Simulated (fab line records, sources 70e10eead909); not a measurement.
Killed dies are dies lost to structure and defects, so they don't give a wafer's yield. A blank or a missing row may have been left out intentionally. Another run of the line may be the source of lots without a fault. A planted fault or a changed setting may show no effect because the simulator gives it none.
fab line records	flow nandHarc
[record] lots = 11	wafers = 33	lastDay = 32
route steps=1302 shown A_CONTACT@1014 THIN_TSV@1264 END@1301
lots that met no fault: from a run of the same line without faults
startH: the number of hours between the record's first day and the start of the first shown wafer of the lot	waitH: how many hours have passed since the lot's step before this one	" as in the row above	L1.1+2: a row that stands for several wafers	- no value, or no start was given	* or withheld: withheld	< > ~ a bound
route shown NAME@n: names a module that has steps shown in the file, with the first one's number in the route	usual: average and standard deviation across the fault-free wafers	same: alike in all rows	chamber/n: place in a boat	sites: readings site by site	_std_site: standard deviation of those values	_edge_site: outer sites' mean less inner sites'	radiusMm: for every site, how far away it sits from the centre of the wafer	mask NAME#n: copy n	behind: the tool/chamber that last shaped the wafer	hold: what put the lot on hold/how long, in hours/how the hold closed	device: the transistor (n, p or np) that didn't switch	end of line: tests of these same wafers at the route's end	a step given without rows: its recipe and nothing more	killed: not the wafer's yield, but the dies lost to structure and defects at the first sort	map: shows each die of a wafer: x if killed, . if not, _ if none is there
set.NAME: setting as actually run; set.NAME@STEP: the setting as run at that earlier step	model.NAME: the simulator's own value behind a step, which no gauge read
one table for each step of the route and one row for each wafer, over a sample of lots
services: the hour from which a tool's chamber was out of use, counted from the record's first day as startH (under 0 if before that day), plus the number of hours and why
[[steps]]
[step NHARC_A_CONTACT_ETCH_120]
[recipe] sourceW = withheld	pressureMtorr = 20	biasV = 3000	timeS = 190	targetDepthA = 18500	arFlowSccm = withheld	c4f8FlowSccm = withheld	o2FlowSccm = withheld	chemistry = C4F8/O2/Ar
[usual] oesAirLineAu = 0.999/0.019
lot.wafer	tool	chamber	startH	waitH	oesAirLineAu	rfHoursCounterH
L394.2	harCapEtch-01	1	496.95	0.1	0.988	3
L394.4	"	1	"	"	1.001	-
L394.5	"	1	"	"	1.026	-
L396.1	harCapEtch-03	1	497.14	0.2	1.003	50
L396.4	"	1	"	"	0.976	-
L396.6	"	0	"	"	1.037	-
L395.3	harCapEtch-02	0	523.67	0.1	1.027	-
L395.4	"	1	"	"	0.997	-
L395.5	"	0	"	"	1.010	-
L400.2	harCapEtch-02	1	559.66	0.1	1.013	99
L400.4	"	1	"	"	0.991	-
L400.3	"	0	"	"	0.988	-
L401.2	harCapEtch-03	1	568.31	0.1	0.994	62
L401.1	"	0	"	"	1.030	62
L401.6	"	0	"	"	1.023	-
L403.1	harCapEtch-02	0	579.59	0.1	1.024	103
L403.3	"	0	"	"	1.016	-
L403.6	"	1	"	"	0.989	-
L404.2	harCapEtch-01	1	593.01	0.2	1.025	21
L404.3	"	0	"	"	0.992	-
L404.6	"	0	"	"	1.001	-
L405.1	harCapEtch-03	0	595.79	0.1	0.995	68
L405.2	"	1	"	"	0.996	68
L405.3	"	1	"	"	1.010	-
L410.3	harCapEtch-03	1	645.51	0.1	1.038	-
L410.5	"	1	"	"	1.032	-
L410.6	"	0	"	"	1.009	-
L412.4	harCapEtch-03	1	673.60	0.1	1.026	-
L412.5	"	0	"	"	1.006	-
L412.6	"	1	"	"	0.981	-
L413.2	harCapEtch-02	0	687.85	0.1	1.002	122
L413.4	"	1	"	"	0.997	-
L413.5	"	0	"	"	1.010	-
[step NHARC_THIN_TSV_CD_MEAS_16]
[usual] cdNm = 1000.5/2.2
lot.wafer	tool	chamber	startH	waitH	cdNm
L394.2	cdSem-03	-	555.34	0.1	1002.5
L394.4	"	-	"	"	1001.9
L394.5	"	-	"	"	1003.0
L396.1	cdSem-01	-	556.67	0.1	1001.3
L396.4	"	-	"	"	1002.2
L396.6	"	-	"	"	1002.5
L395.3	cdSem-03	-	578.22	0.1	1001.5
L395.4	"	-	"	"	998.3
L395.5	"	-	"	"	1002.2
L400.2	cdSem-02	-	612.69	0.1	1000.7
L400.3	"	-	"	"	1002.3
L400.4	"	-	"	"	1001.9
L401.1	cdSem-02	-	623.72	0.1	1001.5
L401.2	"	-	"	"	1002.2
L401.6	"	-	"	"	1002.4
L403.1	cdSem-03	-	630.03	0.1	1000.3
L403.3	"	-	"	"	1003.3
L403.6	"	-	"	"	1000.8
L404.2	cdSem-02	-	653.04	0.1	1003.6
L404.3	"	-	"	"	1001.7
L404.6	"	-	"	"	1001.0
L405.1	cdSem-01	-	654.25	0.1	996.5
L405.2	"	-	"	"	997.7
L405.3	"	-	"	"	998.0
L410.3	cdSem-03	-	696.01	0.1	1002.2
L410.5	"	-	"	"	1000.5
L410.6	"	-	"	"	1001.5
L412.4	cdSem-02	-	725.54	0.1	1003.0
L412.5	"	-	"	"	1003.5
L412.6	"	-	"	"	998.8
L413.2	cdSem-01	-	742.97	0.1	1001.5
L413.4	"	-	"	"	1004.4
L413.5	"	-	"	"	1001.5
[step NHARC_THIN_TSV_ETCH_59]
[recipe] targetDepthA = 8800	icpW = 900	biasW = 100	Cl2_flow_sccm = 60	bcl3FlowSccm = 30	timeS = 138.1	chemistry = Cl2/BCl3
[usual] drypumpMotorCurrentA = 6.2/0.36	oesProductAu = 1.005/0.0099	rfFwdPowerW = 895/3.1	throttleValvePct = 22.265/0.0089
lot.wafer	tool	chamber	startH	waitH	drypumpMotorCurrentA	oesProductAu	rfFwdPowerW	rfHoursCounterH	throttleValvePct
L394.2	rieMetal-01	1	560.52	0.1	6.7	0.990	897	0.0	22.270
L394.4	"	1	"	"	6.7	1.006	899	-	22.248
L394.5	"	0	"	"	6.5	1.013	890	-	22.260
L396.1	rieMetal-02	1	561.93	0.1	6.2	1.015	895	3.0	22.262
L396.4	"	1	"	"	6.2	1.020	896	-	22.265
L396.6	"	1	"	"	6.2	1.011	895	-	22.266
L395.3	rieMetal-01	1	583.44	0.2	6.6	0.989	897	-	22.261
L395.4	"	0	"	"	6.6	1.010	895	-	22.265
L395.5	"	1	"	"	6.6	0.989	896	-	22.261
L400.2	rieMetal-02	1	617.95	0.2	6.2	1.001	894	0.0	22.268
L400.3	"	0	"	"	5.8	1.021	896	-	22.266
L400.4	"	1	"	"	6.2	1.006	893	-	22.261
L401.2	rieMetal-01	0	628.93	0.1	6.6	1.002	890	1.4	22.265
L401.1	"	1	"	"	6.7	0.985	895	1.4	22.277
L401.6	"	1	"	"	6.7	0.980	894	-	22.273
L403.1	rieMetal-02	0	635.43	0.2	5.9	1.022	898	0.2	22.277
L403.3	"	0	"	"	5.9	1.019	896	-	22.242
L403.6	"	1	"	"	6.2	0.997	901	-	22.249
L404.2	rieMetal-03	1	658.24	0.1	5.5	1.000	897	3.6	22.258
L404.3	"	1	"	"	5.5	1.009	898	-	22.261
L404.6	"	0	"	"	6.6	1.002	898	-	22.267
L405.1	rieMetal-01	0	659.62	0.1	6.5	1.013	890	2.0	22.252
L405.2	"	1	"	"	6.6	1.001	893	2.0	22.258
L405.3	"	1	"	"	6.6	1.000	891	-	22.266
L410.3	rieMetal-02	1	701.35	0.2	6.2	0.997	897	-	22.268
L410.6	"	0	"	"	5.9	1.011	897	-	22.264
L410.5	"	1	"	"	6.2	1.002	898	-	22.276
L412.4	rieMetal-02	0	730.77	0.2	5.9	1.010	891	-	22.267
L412.5	"	1	"	"	6.2	0.997	896	-	22.275
L412.6	"	0	"	"	5.9	1.013	893	-	22.272
L413.2	rieMetal-02	0	748.10	0.1	5.8	1.023	897	2.6	22.257
L413.4	"	1	"	"	6.2	1.002	898	-	22.268
L413.5	"	0	"	"	5.9	1.011	896	-	22.277
[step NHARC_END_WLT_00]
[usual] VT_DECK1_BOTTOM = 0.866/0.0078	VT_DECK1_BOTTOM_INNER = 0.867/0.0077	VT_DECK1_MEDIAN_NEAR_BOTTOM = 0.868/0.0076	VT_DECK1_MEDIAN_NEAR_BOTTOM_INNER = 0.868/0.0073	VT_DECK1_MIDDLE = 0.880/0.0068	VT_DECK1_MIDDLE_INNER = 0.880/0.007	VT_DECK1_TOP = 0.891/0.0064	VT_DECK1_TOP_INNER = 0.892/0.0062	VT_DECK2_BOTTOM = 0.870/0.0078	VT_DECK2_BOTTOM_INNER = 0.871/0.0077	VT_DECK2_MEDIAN_NEAR_BOTTOM = 0.872/0.0075	VT_DECK2_MEDIAN_NEAR_BOTTOM_INNER = 0.872/0.0078	VT_DECK2_MIDDLE = 0.884/0.0067	VT_DECK2_MIDDLE_INNER = 0.884/0.0072	VT_DECK2_TOP = 0.895/0.0066	VT_DECK2_TOP_INNER = 0.896/0.0065
lot.wafer	tool	chamber	startH	waitH	VT_DECK1_BOTTOM	VT_DECK1_BOTTOM_INNER	VT_DECK1_MEDIAN_NEAR_BOTTOM	VT_DECK1_MEDIAN_NEAR_BOTTOM_INNER	VT_DECK1_MIDDLE	VT_DECK1_MIDDLE_INNER	VT_DECK1_TOP	VT_DECK1_TOP_INNER	VT_DECK2_BOTTOM	VT_DECK2_BOTTOM_INNER	VT_DECK2_MEDIAN_NEAR_BOTTOM	VT_DECK2_MEDIAN_NEAR_BOTTOM_INNER	VT_DECK2_MIDDLE	VT_DECK2_MIDDLE_INNER	VT_DECK2_TOP	VT_DECK2_TOP_INNER
L396.1	prober-01	-	598.82	32.9	0.849	0.859	0.854	0.864	0.872	0.871	0.875	0.885	0.864	0.862	0.866	0.867	0.881	0.876	0.900	0.883
L396.4	"	-	600.31	34.4	0.844	0.852	0.850	0.850	0.871	0.870	0.888	0.889	0.869	0.867	0.872	0.870	0.879	0.877	0.895	0.894
L396.6	"	-	601.31	35.4	0.858	0.856	0.853	0.855	0.878	0.876	0.885	0.888	0.872	0.874	0.871	0.863	0.883	0.879	0.891	0.890
L394.2	prober-02	-	599.02	33.1	0.861	0.865	0.856	0.852	0.880	0.877	0.894	0.890	0.873	0.879	0.874	0.878	0.889	0.890	0.899	0.895
L394.4	"	-	600.02	34.1	0.857	0.866	0.869	0.864	0.884	0.877	0.903	0.902	0.874	0.874	0.882	0.880	0.892	0.894	0.893	0.904
L394.5	"	-	"	"	0.867	0.865	0.863	0.869	0.883	0.885	0.896	0.894	0.872	0.872	0.875	0.870	0.893	0.885	0.904	0.901
L395.3	prober-02	-	615.07	25.5	0.874	0.874	0.869	0.870	0.879	0.879	0.896	0.890	0.872	0.872	0.864	0.865	0.879	0.884	0.893	0.893
L395.4	"	-	"	"	0.870	0.871	0.875	0.864	0.889	0.884	0.892	0.892	0.878	0.869	0.867	0.879	0.890	0.879	0.901	0.904
L395.5	"	-	"	"	0.856	0.866	0.864	0.868	0.876	0.891	0.891	0.891	0.875	0.876	0.877	0.875	0.890	0.884	0.890	0.895
L400.2	prober-01	-	624.16	0.5	0.859	0.875	0.873	0.873	0.884	0.883	0.899	0.888	0.871	0.866	0.872	0.874	0.887	0.882	0.893	0.902
L400.3	"	-	"	"	0.866	0.864	0.865	0.860	0.883	0.880	0.891	0.890	0.884	0.879	0.880	0.875	0.892	0.892	0.902	0.905
L400.4	"	-	"	"	0.858	0.859	0.864	0.870	0.886	0.888	0.898	0.892	0.874	0.876	0.866	0.867	0.887	0.884	0.894	0.904
L401.1	prober-02	-	634.65	0.1	0.868	0.875	0.875	0.871	0.876	0.887	0.894	0.893	0.869	0.871	0.859	0.869	0.883	0.883	0.887	0.890
L401.2	"	-	"	"	0.873	0.866	0.870	0.870	0.882	0.882	0.898	0.893	0.868	0.865	0.867	0.870	0.878	0.878	0.884	0.893
L401.6	"	-	637.12	2.5	0.865	0.869	0.869	0.877	0.886	0.878	0.892	0.886	0.855	0.866	0.868	0.857	0.885	0.876	0.889	0.898
L403.1	prober-01	-	644.54	0.0	0.853	0.857	0.846	0.857	0.872	0.876	0.889	0.890	0.865	0.863	0.864	0.875	0.885	0.874	0.894	0.891
L403.3	"	-	645.54	1.0	0.862	0.855	0.857	0.861	0.881	0.879	0.883	0.894	0.860	0.857	0.860	0.860	0.880	0.874	0.892	0.887
L403.6	"	-	647.04	2.5	0.870	0.868	0.873	0.866	0.874	0.868	0.897	0.885	0.858	0.855	0.863	0.866	0.869	0.878	0.887	0.881
L405.1	prober-01	-	663.96	0.0	0.871	0.872	0.870	0.880	0.882	0.879	0.901	0.891	0.880	0.868	0.870	0.872	0.888	0.878	0.887	0.891
L405.2	"	-	"	"	0.877	0.873	0.868	0.879	0.881	0.893	0.893	0.890	0.868	0.865	0.867	0.863	0.886	0.874	0.893	0.898
L405.3	"	-	"	"	0.869	0.871	0.859	0.872	0.885	0.890	0.899	0.899	0.873	0.871	0.868	0.876	0.885	0.887	0.893	0.898
L404.2	prober-02	-	664.46	0.6	0.879	0.880	0.877	0.876	0.892	0.892	0.906	0.902	0.874	0.874	0.874	0.868	0.884	0.884	0.894	0.897
L404.3	"	-	"	"	0.879	0.874	0.875	0.868	0.879	0.884	0.891	0.902	0.863	0.862	0.861	0.865	0.877	0.887	0.893	0.899
L404.6	"	-	666.44	2.5	0.873	0.874	0.877	0.880	0.889	0.885	0.899	0.900	0.861	0.860	0.860	0.871	0.878	0.886	0.891	0.905
L410.3	prober-02	-	707.97	1.0	0.880	0.872	0.876	0.873	0.881	0.878	0.891	0.894	0.873	0.870	0.877	0.887	0.889	0.900	0.899	0.902
L410.5	"	-	"	"	0.877	0.870	0.869	0.874	0.889	0.881	0.899	0.891	0.876	0.878	0.881	0.870	0.890	0.893	0.899	0.897
L410.6	"	-	"	"	0.862	0.873	0.872	0.871	0.889	0.881	0.901	0.887	0.879	0.889	0.882	0.878	0.892	0.896	0.907	0.903
L412.4	prober-01	-	737.99	1.5	0.877	0.877	0.868	0.870	0.874	0.888	0.882	0.892	0.880	0.876	0.882	0.888	0.894	0.897	0.905	0.909
L412.5	"	-	"	"	0.873	0.870	0.875	0.872	0.879	0.883	0.898	0.891	0.873	0.872	0.877	0.880	0.896	0.893	0.900	0.902
L412.6	"	-	"	"	0.865	0.868	0.871	0.867	0.874	0.875	0.895	0.899	0.858	0.881	0.876	0.875	0.883	0.891	0.889	0.905
L413.2	prober-01	-	759.15	8.3	0.879	0.874	0.883	0.875	0.881	0.892	0.892	0.897	0.882	0.888	0.883	0.887	0.892	0.899	0.914	0.910
L413.4	"	-	760.15	9.3	0.867	0.870	0.868	0.872	0.878	0.878	0.892	0.896	0.886	0.885	0.882	0.886	0.893	0.907	0.904	0.905
L413.5	"	-	"	"	0.865	0.873	0.868	0.876	0.887	0.886	0.895	0.895	0.885	0.884	0.885	0.888	0.896	0.888	0.901	0.899
[step NHARC_END_SORT_01]
[recipe] tempC = 25
[usual] killedAtArray = 62/18	killedAtOther = 0.9/1.2	killedAtPeriphery = 4.2/2.9	killedDies = 67/17	killedOpen = 3.6/1.9	killedShort = 2.5/1.6
[same] grossDies = 677
lot.wafer	tool	chamber	startH	waitH	killedAtArray	killedAtOther	killedAtPeriphery	killedDies	killedOpen	killedShort
L400.2	prober-01	0	627.45	2.8	61	2	2	65	2	3
L400.3	prober-01	0	628.25	3.1	57	2	1	60	2	3
L400.4	prober-01	0	629.05	3.4	52	4	2	58	3	4
L401.1	prober-02	0	637.62	2.5	58	1	1	60	3	0
L401.2	prober-02	0	638.42	2.8	53	3	3	59	3	7
L401.6	prober-02	0	641.63	4.0	51	0	4	55	2	4
L404.2	prober-02	0	667.73	2.8	41	0	7	48	1	3
L404.3	prober-02	0	668.52	3.1	42	3	4	49	2	5
L404.6	prober-02	0	670.90	4.0	31	1	8	40	2	1
L410.3	prober-02	0	711.57	3.1	54	5	8	67	4	1
L410.5	prober-02	0	713.19	3.7	61	1	9	71	7	3
L410.6	prober-02	0	714.00	4.1	152	2	4	158	7	4
L412.4	prober-01	0	741.84	3.4	86	0	3	89	2	5
L412.5	prober-01	0	742.62	3.6	171	1	1	173	1	1
L412.6	prober-01	0	743.41	3.9	104	1	6	111	4	2
// killed by level:class
L400.2 A_SLIT:chamberFilmFlake=22 A_CONTACT:chamberFilmFlake=18 A_CHANNEL_HOLE_D2:chamberFilmFlake=12 A_CHANNEL_HOLE_D1:chamberFilmFlake=3 THIN_TSV:chamberFilmFlake=2 P_CONTACT:geometricParticle:short=1 P_M0:geometricParticle:open=1 A_ONON_D1:geometricParticle:short=1
L400.3 A_SLIT:chamberFilmFlake=30 A_CONTACT:chamberFilmFlake=10 A_CHANNEL_HOLE_D1:chamberFilmFlake=7 A_CHANNEL_HOLE_D2:chamberFilmFlake=4 A_ONON_D1:geometricParticle:short=2 THIN_TSV:chamberFilmFlake=2 A_CHANNEL_HOLE_D1:geometricParticle:short=1 A_ONON_D2:geometricParticle:open=1
L400.4 A_SLIT:chamberFilmFlake=19 A_CHANNEL_HOLE_D2:chamberFilmFlake=9 A_CONTACT:chamberFilmFlake=9 A_CHANNEL_HOLE_D1:chamberFilmFlake=6 THIN_TSV:chamberFilmFlake=4 A_CHANNEL_FILL_D2:geometricParticle:open=2 A_STAIRCASE:chamberFilmFlake=2 P_M1:geometricParticle:short=1
L401.1 A_CHANNEL_HOLE_D1:chamberFilmFlake=32 A_CHANNEL_HOLE_D2:chamberFilmFlake=16 A_CHANNEL_FILL_D1:geometricParticle:open=2 A_DECK1_JOINT:chamberFilmFlake=2 A_SLIT:chamberFilmFlake=2 A_ONON_D2:geometricParticle:open=1 P_ZERO_WELL:chamberFilmFlake=1 A_CHANNEL_FILL_D2:chamberFilmFlake=1
L401.2 A_CHANNEL_HOLE_D1:chamberFilmFlake=23 A_CHANNEL_HOLE_D2:chamberFilmFlake=16 A_M0:geometricParticle:short=2 A_SLIT:chamberFilmFlake=2 A_CONTACT:chamberFilmFlake=2 THIN_TSV:chamberFilmFlake=2 P_M1:geometricParticle:open=1 P_M1:geometricParticle:short=1
L401.6 A_CHANNEL_HOLE_D1:chamberFilmFlake=28 A_CHANNEL_HOLE_D2:chamberFilmFlake=16 A_DECK1_JOINT:chamberFilmFlake=2 A_CONTACT:chamberFilmFlake=2 P_STI:geometricParticle:short=1 P_M0:geometricParticle:short=1 P_M1:geometricParticle:open=1 A_ONON_D1:geometricParticle:short=1
L404.2 A_CHANNEL_HOLE_D2:chamberFilmFlake=19 A_CHANNEL_HOLE_D1:chamberFilmFlake=8 P_BONDPAD:chamberFilmFlake=4 A_SLIT:chamberFilmFlake=4 A_STAIRCASE:chamberFilmFlake=3 P_GATE:chamberFilmFlake=2 A_CHANNEL_FILL_D1:geometricParticle:short=1 A_DECK1_JOINT:geometricParticle:short=1
L404.3 A_CHANNEL_HOLE_D2:chamberFilmFlake=20 A_CHANNEL_HOLE_D1:chamberFilmFlake=10 A_SLIT:chamberFilmFlake=4 STARTING-WAFER:geometricParticle:short=2 A_BLC:chamberFilmFlake=2 P_CONTACT:geometricParticle:open=1 P_CONTACT:geometricParticle:short=1 A_CHANNEL_HOLE_D1:geometricParticle:open=1
L404.6 A_CHANNEL_HOLE_D2:chamberFilmFlake=14 A_CHANNEL_HOLE_D1:chamberFilmFlake=8 P_BONDPAD:chamberFilmFlake=5 A_SLIT:chamberFilmFlake=2 A_CONTACT:chamberFilmFlake=2 A_BLC:chamberFilmFlake=2 P_CONTACT:geometricParticle:open=1 A_DECK1_JOINT:geometricParticle:short=1
L410.3 A_SLIT:chamberFilmFlake=38 P_BONDPAD:chamberFilmFlake=5 A_CHANNEL_HOLE_D1:chamberFilmFlake=5 A_STAIRCASE:chamberFilmFlake=5 THIN_TSV:chamberFilmFlake=5 P_CONTACT:geometricParticle:open=1 A_CHANNEL_FILL_D2:geometricParticle:short=1 A_STAIRCASE:geometricParticle:open=1
L410.5 A_SLIT:chamberFilmFlake=33 A_CHANNEL_HOLE_D1:chamberFilmFlake=8 A_STAIRCASE:chamberFilmFlake=6 A_CONTACT:chamberFilmFlake=5 P_GATE:chamberFilmFlake=3 P_BONDPAD:chamberFilmFlake=3 A_M0:geometricParticle:open=2 P_GATE:geometricParticle:open=1
L410.6 A_CONTACT:unspecified=99 A_SLIT:chamberFilmFlake=29 A_CHANNEL_HOLE_D1:chamberFilmFlake=8 A_STAIRCASE:chamberFilmFlake=5 A_DECK1_JOINT:geometricParticle:open=4 P_BONDPAD:chamberFilmFlake=2 THIN_TSV:chamberFilmFlake=2 A_SOURCE_PLATE:geometricParticle:short=1
L412.4 A_CHANNEL_HOLE_D1:chamberFilmFlake=26 A_CHANNEL_HOLE_D2:chamberFilmFlake=21 A_SLIT:chamberFilmFlake=17 A_STAIRCASE:chamberFilmFlake=10 A_ONON_D2:geometricParticle:short=2 P_BONDPAD:chamberFilmFlake=2 A_CONTACT:chamberFilmFlake=2 A_ONON_D1:geometricParticle:short=1
L412.5 A_CONTACT:unspecified=83 A_SLIT:chamberFilmFlake=27 A_CHANNEL_HOLE_D1:chamberFilmFlake=24 A_CHANNEL_HOLE_D2:chamberFilmFlake=22 A_STAIRCASE:chamberFilmFlake=8 A_CONTACT:chamberFilmFlake=4 A_WL_FILL:geometricParticle:short=1 STARTING-WAFER:geometricParticle:open=1
L412.6 A_CHANNEL_HOLE_D1:chamberFilmFlake=32 A_SLIT:chamberFilmFlake=24 A_CHANNEL_HOLE_D2:chamberFilmFlake=21 A_STAIRCASE:chamberFilmFlake=10 A_CONTACT:chamberFilmFlake=9 P_ZERO_WELL:chamberFilmFlake=3 A_CHANNEL_FILL_D1:chamberFilmFlake=3 P_GATE:geometricParticle:open=1
[[services]]
tool	chamber	startH	hours	kind
harCapEtch-01	-	473.00	17.0	pm
rieMetal-03	-	495.00	9.0	pm
rieMetal-01	-	551.00	9.0	pm
rieMetal-01	0	551.00	9.0	ventCycle
rieMetal-01	1	551.00	9.0	ventCycle
rieMetal-02	0	556.28	17.0	repair
rieMetal-01	0	560.00	-	clean
rieMetal-01	1	560.00	-	clean
rieMetal-02	-	607.00	9.0	pm
rieMetal-02	0	607.00	9.0	ventCycle
rieMetal-02	1	607.00	9.0	ventCycle
rieMetal-02	0	616.00	-	clean
rieMetal-02	1	616.00	-	clean
rieMetal-02	-	627.59	4.5	repair
harCapEtch-03	-	638.46	0.5	repair
rieMetal-03	1	652.37	2.3	repair
rieMetal-03	-	672.00	9.0	pm
rieMetal-01	-	728.00	9.0	pm
rieMetal-01	0	728.00	9.0	ventCycle
rieMetal-01	1	728.00	9.0	ventCycle
harCapEtch-02	-	730.00	17.0	pm
harCapEtch-02	0	730.00	17.0	ventCycle
harCapEtch-02	1	730.00	17.0	ventCycle
rieMetal-01	0	737.00	-	clean
[[key]]
[firstSign] step = NHARC_END_SORT_01	reading = killedDies	direction = up	sigmas = 5.7	usual = 67	struck = 166
[effect] step = NHARC_END_SORT_01	reading = killedAtArray	direction = up	sigmas = 5.6	usual = 62	struck = 162
[moreKillsBornAt] NHARC_A_CONTACT_ETCH_120@harCapEtch-03 = 178
metAt NHARC_A_CONTACT_ETCH_120
struckLots L410,L412
struckWafers L410.6,L412.5
testerLeftOut L410,L412
notActingAt NHARC_THIN_TSV_CD_MEAS_16,NHARC_THIN_TSV_ETCH_59,NHARC_END_WLT_00
onsetBetween 595.79 645.51
[fault] kind = chamberParticleSource	tool = harCapEtch-03	chamber = 0	onsetH = 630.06	steps = NHARC_A_CONTACT_ETCH_120	ratePerVisitCm2 = 1.0404	endH = 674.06
// testerLeftOut: of these lots the tester's yield and bins aren't shown, on N5 and GAA mostly nor the transistor test; their killed dies are dies lost to structure and defects alone, not to doping, threshold or leakage, so they don't give the yield
